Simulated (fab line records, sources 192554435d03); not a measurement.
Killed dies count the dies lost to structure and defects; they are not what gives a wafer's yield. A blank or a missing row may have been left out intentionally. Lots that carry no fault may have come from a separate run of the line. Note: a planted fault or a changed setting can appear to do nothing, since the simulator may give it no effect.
A struck lot beside a sound one    flow n5Finfet    29 out of 1938 route steps
Sound: wafers L483.4, L483.5, L483.6. Struck: wafer L486.1. (L486.6 of the same lot was not struck and is left out.) The cause comes at the end.
Per side, at each step with rows, come the tool, then ch with its chambers, and then its first start. Under that, the readings that differ: sound wafers    struck wafers    difference of the means    sigmas: that difference in standard deviations of wafers without a fault.
alike: readings with means less than 2 such deviations apart, plus words and numbers identical on both sides. not compared: withheld readings, readings lacking a value on some wafer, bounds such as >300 that could conceal the same value, and numbers that have no deviation in the record and whose values overlap.
The two part at a step that has a row with sigmas, a row that says differs or no value, or rows on one side only. Non-overlapping numbers with no deviation appear without sigmas and do not part them. Lack of a reading on every wafer of one side parts them only where that side has two or more wafers.

first, 9 steps without rows for these wafers: N5_BEOL_M0_SAQP_EXPOSE_37 (exposes mask M0 CUT1, target cd 30 nm); N5_BEOL_M0_SAQP_PEB_38 (peb time 60 s); N5_BEOL_M0_SAQP_DEVELOP_39 (develop time 30 s); N5_BEOL_M0_SAQP_DESCUM_45 (chemistry O2, time 7 s); N5_BEOL_M0_SAQP_ETCH_88 (etches underlayer in N2/H2, target depth 6.5 nm, time 5.2 s); N5_BEOL_M0_SAQP_ETCH_73 (etches SiARC in CF4, target depth 19.5 nm, time 32.5 s); N5_BEOL_M0_SAQP_CUT_ETCH_46 (etches SOC in N2/H2, target depth 135 nm, overetch 27 nm, time 202.5 s); N5_BEOL_M0_SAQP_STRIP_74 (strips in N2/H2); N5_BEOL_M0_SAQP_STRIP_89 (strips in N2/H2).
N5_BEOL_M0_SAQP_ALD_48: deposits SiO2, target thk 20 nm, pulse time 1 s, co reactant pulse time 1 s.
  sound on aldSin-02 ch 0,2,3, day 10 03:02; struck on aldSin-04 ch 2, day 10 20:56
reading                                       sound         struck  difference  sigmas
aldCycles                                     139 139 139   89      -50         
heaterPowerW (W)                              83 83 81      63      -19         -3
model.SiO2_of_BEOL_M0_SAQP_ALD_48.thkNm (nm)  19.8 19.8 20  12.6    -7.3        
  alike: precursorPulseHeightRel
then, 15 steps without rows for these wafers: N5_BEOL_M0_SAQP_ETCH_49 (etches SiO2 in CF4/O2, target depth 37 nm); N5_BEOL_M0_SAQP_STRIP_75 (strips in CF4); N5_BEOL_M0_CUTY_COAT_50 (time 60 s, resist thk 15 nm); N5_BEOL_M0_CUTY_COAT_51 (resist thk 150 nm); N5_BEOL_M0_CUTY_EBR_52; N5_BEOL_M0_CUTY_SOFTBAKE_53 (time 60 s); N5_BEOL_M0_CUTY_EXPOSE_54 (exposes mask M0 ABLK); N5_BEOL_M0_CUTY_PEB_55 (peb time 60 s); N5_BEOL_M0_CUTY_DEVELOP_56 (develop time 30 s); N5_BEOL_M0_CUTY_DESCUM_61 (chemistry O2, time 7.9 s); N5_BEOL_M0_CUTY_ETCH_62 (etches SiARC in CF4, time 58.5 s); N5_BEOL_M0_CUTY_ETCH_63 (etches SOC in N2/H2, target depth 82.7 nm, overetch 16.5 nm, time 124 s); N5_BEOL_M0_CUTY_STRIP_64 (strips in N2/H2); N5_BEOL_M0_ETCH_138 (etches SiCN in CH3F/O2, target depth 12 nm, time 31.6 s); N5_BEOL_M0_HM_OPEN_105 (chemistry Cl2/BCl3, target TiN, target depth 12 nm).
N5_BEOL_M0_STRIP_140: strips in CF4.
  sound on rieDiel-05 ch 0,1,3, day 10 04:25; struck on rieDiel-06 ch 2, day 11 01:09
reading                                       sound           struck  difference  sigmas
oesProductAu (a.u.)                           0.70 0.85 0.73  0.90    +0.14       +2
model.SiO2_of_BEOL_M0_SAQP_ALD_48.thkNm (nm)  11.6 11.4 11.4  7.4     -4.1        
  alike: drypumpMotorCurrentA, rfVppV, showerheadPlenumPTorr, throttleValvePct
  not compared: rfHoursCounterH
then, 1 step without rows for these wafers: N5_BEOL_M0_STRIP_104 (strips in N2/H2).
-- the record jumps here: 2 days lie between the struck wafers' starts before and after (it left off in module BEOL_M0 and takes up again in module BEOL_M4, whose first step shown is number 1111 of the route) --
N5_BEOL_M4_RC_MEAS_101:
  sound on prober-02 ch 0, day 12 09:52; struck on prober-01 ch 0, day 13 08:56
  alike: DIBL_N, DIBL_P, IOFF_N, IOFF_P, ION_N, ION_P, SS_N, SS_P, VT_N, VT_P
-- a jump in the record: the struck wafers' starts before and after are 5 days apart (it breaks off in module BEOL_M4 and resumes in module PASSIVATION, where the first step shown is number 1936 of the route) --
N5_PASSIVATION_PROBE_49:
  sound: prober-01 at day 16 19:58; struck: prober-01 at day 18 00:08
  alike: defectLimitedYield, killed_at_M0_to_M3, killed_at_M4_up, killedAtContacts, killedAtFrontEnd, killedAtOther, killedDies, killedOpen, killedShort, sort_bin_5_function, sort_bin_6_memory, sortNPass, sortYieldPct

## WHERE THEY PART
Earliest at N5_BEOL_M0_SAQP_ALD_48; latest, in this record, at N5_BEOL_M0_STRIP_140. Later steps at which nothing parts them and some readings are alike: N5_BEOL_M4_RC_MEAS_101, N5_PASSIVATION_PROBE_49.

WHY: what had been put in by the simulator
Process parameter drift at N5_BEOL_M0_SAQP_ALD_48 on aldSin-04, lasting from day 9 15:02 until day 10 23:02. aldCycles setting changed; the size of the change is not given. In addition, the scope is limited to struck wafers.
